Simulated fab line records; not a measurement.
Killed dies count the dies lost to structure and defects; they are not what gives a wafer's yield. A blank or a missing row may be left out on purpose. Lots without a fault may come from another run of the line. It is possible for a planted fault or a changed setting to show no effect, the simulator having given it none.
What tool caused it? | flow nand_harc | 32 wafers from 11 lots sampled at 5 of the route's 1159 steps

WHAT THE GAUGES READ, wafer by wafer
NHARC_A_CONTACT_CD_MEAS_53.
lot  | measured     | on        | cd_nm (nm)
L280 | day 16 15:28 | cd_sem-03 | 188.6 189.0 188.6
L278 | day 16 17:16 | cd_sem-02 | 189.6 189.7 189.9
L279 | day 16 21:15 | cd_sem-01 | 188.3 188.1 188.8
L282 | day 17 05:00 | cd_sem-01 | 189.0 189.1 190.2
L283 | day 17 08:05 | cd_sem-01 | 189.8 189.7 190.0
L281 | day 17 09:41 | cd_sem-01 | 187.1 188.0 188.1
L284 | day 18 12:33 | cd_sem-03 | 188.7 189.8 189.3
L286 | day 18 14:01 | cd_sem-03 | 189.5 190.6 190.2
L285 | day 19 01:48 | cd_sem-02 | 189.9 189.0 189.8
L290 | day 19 17:49 | cd_sem-03 | 190.3 189.5
L300 | day 22 13:19 | cd_sem-02 | 191.0 189.5 190.8

NHARC_END_SORT_01.
lot  | measured     | on        | killed_at_array | killed_at_other | killed_at_periphery | killed_dies | killed_open | killed_short
L285 | day 24 14:04 | prober-01 | 440 30 434      | 2 0 0           | 3 7 1               | 445 37 435  | 1 4 7       | 1 0 0
L290 | day 25 11:40 | prober-02 | 21 473          | 0 2             | 5 3                 | 26 478      | 6 5         | 2 2

WHICH TOOL RAN EACH LOT (tool, then ch and the chambers of the sampled wafers, then the start)
lot  | NHARC_A_CONTACT_ETCH_113             | NHARC_A_CONTACT_ETCH_90            | NHARC_A_CONTACT_ETCH_96
L280 | har_cap_etch-03 ch 0,1, day 16 13:14 | rie_diel-13 ch 0,1, day 16 15:16   | rie_diel-13 ch 0,3, day 16 15:23
L278 | har_cap_etch-02 ch 0, day 16 15:08   | rie_diel-13 ch 1,3, day 16 17:03   | rie_diel-13 ch 0,2, day 16 17:12
L279 | har_cap_etch-03 ch 0,1, day 16 19:23 | rie_diel-13 ch 0,1,2, day 16 21:02 | rie_diel-13 ch 1,2,3, day 16 21:10
L282 | har_cap_etch-03 ch 0, day 17 03:18   | rie_diel-13 ch 0,1,2, day 17 04:49 | rie_diel-13 ch 0,1,2, day 17 04:56
L283 | har_cap_etch-02 ch 0,1, day 17 06:20 | rie_diel-07 ch 0,2, day 17 07:50   | rie_diel-07 ch 0,2, day 17 08:01
L281 | har_cap_etch-03 ch 0,1, day 17 07:59 | rie_diel-13 ch 0,1,3, day 17 09:29 | rie_diel-13 ch 1,2,3, day 17 09:36
L284 | har_cap_etch-03 ch 0,1, day 18 10:50 | rie_diel-11 ch 0,3, day 18 12:20   | rie_diel-11 ch 0,1,3, day 18 12:28
L286 | har_cap_etch-02 ch 0,1, day 18 12:19 | rie_diel-13 ch 0,2,3, day 18 13:50 | rie_diel-13 ch 1,2,3, day 18 13:56
L285 | har_cap_etch-03 ch 0,1, day 19 00:07 | rie_diel-13 ch 0,1, day 19 01:35   | rie_diel-13 ch 2,3, day 19 01:43
L290 | har_cap_etch-02 ch 0, day 19 16:06   | rie_diel-13 ch 0,1, day 19 17:37   | rie_diel-13 ch 0,1, day 19 17:44
L300 | har_cap_etch-01 ch 0,1, day 22 11:07 | rie_diel-07 ch 0,2,3, day 22 13:02 | rie_diel-07 ch 1,2,3, day 22 13:14
- NHARC_A_CONTACT_ETCH_113: etches the open film in C4F8/O2/Ar, time 94 s, target depth 922 nm.
- NHARC_A_CONTACT_ETCH_90: etches the open film in CH3F/O2, target depth 40 nm, time 85.7 s.
- NHARC_A_CONTACT_ETCH_96: etches the open film in C4F6/O2, target depth 20 nm, time 10 s.

WHAT THE TOOLS THEMSELVES READ (means of the sampled wafers that have a number; where no wafer has one, the mark that the record gives instead)
NHARC_A_CONTACT_ETCH_90.
lot  | tool        | ch3f_flow_sccm (sccm) | drypump_motor_current_A (A) | oes_product_au (a.u.) | rf_fwd_power_W (W) | rf_vpp_V (V) | run_length_s (s) | showerhead_plenum_p_Torr (Torr) | throttle_valve_pct (%)
L280 | rie_diel-13 | 50.12                 | 5.3                         | 0.93                  | 494.4              | 244.8        | 106.4            | 2.49                            | 20.662
L278 | rie_diel-13 | 50.00                 | 5.9                         | 1.00                  | 495.4              | 244.8        | 106.5            | 2.53                            | 20.666
L279 | rie_diel-13 | 50.03                 | 5.6                         | 1.01                  | 495.9              | 243.3        | 106.5            | 2.43                            | 20.665
L282 | rie_diel-13 | 50.11                 | 5.6                         | 0.93                  | 494.8              | 243.8        | 106.7            | 2.43                            | 20.664
L283 | rie_diel-07 | 49.96                 | 6.4                         | 0.93                  | 497.1              | 243.8        | 106.5            | 2.43                            | 20.659
L281 | rie_diel-13 | 49.90                 | 5.7                         | 1.00                  | 496.5              | 244.8        | 106.5            | 2.50                            | 20.665
L284 | rie_diel-11 | 50.22                 | 6.3                         | 1.01                  | 495.3              | 244.9        | 106.6            | 2.49                            | 20.664
L286 | rie_diel-13 | 49.97                 | 6.0                         | 0.93                  | 496.9              | 244.6        | 106.6            | 2.44                            | 20.655
L285 | rie_diel-13 | 49.92                 | 5.3                         | 1.00                  | 495.7              | 244.7        | 106.5            | 2.48                            | 20.662
L290 | rie_diel-13 | 49.99                 | 5.4                         | 0.94                  | 497.3              | 244.7        | 106.3            | 2.47                            | 20.663
L300 | rie_diel-07 | 50.02                 | 6.1                         | 0.93                  | 497.0              | 244.2        | 106.3            | 2.50                            | 20.665

NHARC_A_CONTACT_ETCH_96.
lot  | tool        | drypump_motor_current_A (A) | oes_product_au (a.u.) | rf_fwd_power_W (W) | rf_vpp_V (V) | run_length_s (s) | showerhead_plenum_p_Torr (Torr) | throttle_valve_pct (%)
L280 | rie_diel-13 | 5.8                         | 0.951                 | 584.8              | 547.8        | 30.6             | 3.97                            | 26.910
L278 | rie_diel-13 | 5.9                         | 1.023                 | 585.7              | 544.5        | 30.7             | 3.80                            | 26.905
L279 | rie_diel-13 | 5.8                         | 1.016                 | 586.0              | 547.2        | 30.8             | 3.93                            | 26.909
L282 | rie_diel-13 | 5.6                         | 0.956                 | 584.9              | 545.9        | 30.8             | 3.88                            | 26.899
L283 | rie_diel-07 | 6.2                         | 0.962                 | 585.7              | 547.9        | 30.6             | 3.97                            | 26.904
L281 | rie_diel-13 | 5.8                         | 1.015                 | 585.9              | 546.4        | 31.0             | 3.93                            | 26.905
L284 | rie_diel-11 | 6.0                         | 1.001                 | 583.5              | 547.8        | 30.7             | 4.00                            | 26.906
L286 | rie_diel-13 | 5.8                         | 0.955                 | 584.9              | 546.7        | 30.9             | 3.92                            | 26.906
L285 | rie_diel-13 | 6.1                         | 1.000                 | 585.8              | 545.4        | 28.5             | 3.84                            | 26.911
L290 | rie_diel-13 | 5.4                         | 0.952                 | 586.1              | 547.1        | 28.9             | 3.95                            | 26.907
L300 | rie_diel-07 | 5.5                         | 0.956                 | 587.2              | 547.1        | 30.8             | 3.99                            | 26.897

THE ANSWER, worked out from the rows above alone
Rule: what is usual is taken from the lots themselves. The widest of any qualifying gaps counts: lots, ordered by their means at a reading, are off when they make up no more than a third of the lots, leave a main group of 4 or more, and stand apart from it by 3 or more times the standard deviation of that group's means. If all means in a main group match to the digits the tables above print for the reading, that group is not used. A lot without any number at a reading at which 4 lots or more have one is off too. The other lots that the step has rows for count as sound. The gauges are gone through in route order, then the tools' own readings, and for those a lot's mean is taken as printed above. The first step at which some lot is off is used, and at that step the reading that is off furthest; a lot without a number counts as furthest.
Off: L285, L290 (NHARC_A_CONTACT_ETCH_96, run_length_s). Main group: mean 30.8 s, sd 0.12.
A tool fits if, at that step or a process step before it, it ran every lot that is off, and no sound lot after the first of them. One fits: NHARC_A_CONTACT_ETCH_90 and NHARC_A_CONTACT_ETCH_96 on rie_diel-13. At NHARC_A_CONTACT_ETCH_90 its last sound lot is L286 (day 18 13:50), its first lot that is off L285 (day 19 01:35): a fault that began between those two fits.

WHAT THE SIMULATOR PUT IN
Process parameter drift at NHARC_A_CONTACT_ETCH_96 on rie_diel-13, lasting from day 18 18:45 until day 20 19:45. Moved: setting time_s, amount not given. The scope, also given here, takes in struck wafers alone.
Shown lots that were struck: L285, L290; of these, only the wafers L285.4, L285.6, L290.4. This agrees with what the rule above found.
